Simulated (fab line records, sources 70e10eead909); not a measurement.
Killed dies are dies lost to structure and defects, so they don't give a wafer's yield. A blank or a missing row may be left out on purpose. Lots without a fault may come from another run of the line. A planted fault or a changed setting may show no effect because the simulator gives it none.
Which tool did it? | flow nand_harc | 6 lots, 18 wafers sampled, at 3 steps of a route of 1159

WHAT THE GAUGES READ, wafer by wafer
NHARC_P_GATE_CD_MEAS_11: target cd 1640 nm.
lot  | measured    | on        | cd_nm (nm)
L782 | day 4 12:44 | cd_sem-03 | 1639.7 1640.8 1642.3
L785 | day 5 05:21 | cd_sem-01 | 1640.2 1639.2 1640.3
L788 | day 6 05:53 | cd_sem-02 | 1639.4 1638.2 1637.9
L790 | day 6 16:35 | cd_sem-01 | 1636.3 1637.2 1639.8
L799 | day 8 19:55 | cd_sem-02 | 1641.0 1640.9 1638.6
L802 | day 9 15:59 | cd_sem-03 | 1638.3 1638.8 1639.3

WHICH TOOL RAN EACH LOT (tool, then ch and the chambers of the sampled wafers, then the start)
lot  | NHARC_P_ZERO_WELL_DESCUM_54       | NHARC_P_GATE_EXPOSE_08
L782 | rie_diel-01 ch 0,1,2, day 2 06:29 | krf_scanner-03 ch 0, day 4 12:35
L785 | rie_diel-01 ch 0,2,3, day 2 23:47 | krf_scanner-01 ch 0, day 5 05:11
L788 | rie_diel-11 ch 0,1,3, day 3 18:05 | krf_scanner-02 ch 0, day 6 05:44
L790 | rie_diel-11 ch 0,2,3, day 4 05:50 | krf_scanner-02 ch 0, day 6 16:25
L799 | rie_diel-11 ch 0,3, day 6 11:47   | krf_scanner-03 ch 0, day 8 19:45
L802 | rie_diel-01 ch 0,2,3, day 7 06:02 | krf_scanner-01 ch 0, day 9 15:50
- NHARC_P_ZERO_WELL_DESCUM_54: chemistry O2, time 3 s.
- NHARC_P_GATE_EXPOSE_08: exposes mask P HV.

THE ANSWER, worked out from the rows above alone
Rule: what is usual is taken from the lots themselves. Put in order of their means at a reading, lots are off if they are a third of the lots or fewer, leave a main group of 4 or more, and stand apart from it by a gap of 3 or more times the standard deviation of the main group's means; of several such gaps the widest counts. A main group whose means are all the same, to the digits that the tables above print for the reading, isn't used. A lot without any number at a reading at which 4 lots or more have one is off too. The other lots that the step has rows for count as sound.
No lot is off at any reading shown: from this, nothing can be told.

WHAT THE SIMULATOR HAD PUT IN
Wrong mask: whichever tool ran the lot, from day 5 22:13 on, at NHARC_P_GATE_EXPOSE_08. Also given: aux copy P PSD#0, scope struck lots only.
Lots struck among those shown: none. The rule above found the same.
